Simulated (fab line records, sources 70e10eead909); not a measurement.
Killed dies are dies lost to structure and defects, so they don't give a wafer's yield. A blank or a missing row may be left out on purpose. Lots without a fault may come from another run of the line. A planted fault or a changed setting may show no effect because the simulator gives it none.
Chamber matching | flow nand_harc | NHARC_A_STAIRCASE_STRIP_476 on rie_diel-06: 4 sister chambers
The step strips in O2, time 20 s. 4 wafers are shown with their chamber, then 12 later ones without.

WAFERS WITH THEIR CHAMBER
wafer  | chamber | showerhead_plenum_p_Torr (Torr)
L078.6 | 1       | 3.44
L089.2 | 2       | 3.69
L089.5 | 3       | 3.67
L089.6 | 0       | 3.58

WAFERS WITHOUT THEIR CHAMBER
wafer  | showerhead_plenum_p_Torr (Torr)
L091.2 | 3.67
L091.4 | 3.69
L091.6 | 3.67
L091.1 | 3.43
L091.3 | 3.58
L091.5 | 3.69
L095.1 | 3.58
L095.3 | 3.66
L095.6 | 3.68
L097.3 | 3.57
L097.4 | 3.68
L097.6 | 3.42

WHICH CHAMBER EACH WENT THROUGH
wafer  | from the rows above     | in truth
L091.2 | 3                       | 3
L091.4 | 2                       | 2
L091.6 | 3                       | 3
L091.1 | 1                       | 1
L091.3 | 0                       | 0
L091.5 | 2                       | 2
L095.1 | 0                       | 0
L095.3 | 3                       | 3
L095.6 | can't be placed: 2 or 3 | 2
L097.3 | 0                       | 0
L097.4 | can't be placed: 2 or 3 | 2
L097.6 | 1                       | 1
Placed correctly: 10 of 12. Can't be placed from these rows: 2 (the true chamber is among the candidates in 2). Placed wrongly: 0.
How it was worked out, from the rows above alone: a wafer's distance from a chamber is the root of the sum, over the readings, of the square of ((its reading less the chamber's mean) divided by the reading's scatter). The wafer belongs to the nearest chamber; if the next one is less than 2 further off, it can't be placed. A chamber's mean is the mean of its shown wafers. The scatter: with one shown wafer a chamber, the root of the mean of the squares of how far each hidden wafer lies from its nearest shown one.
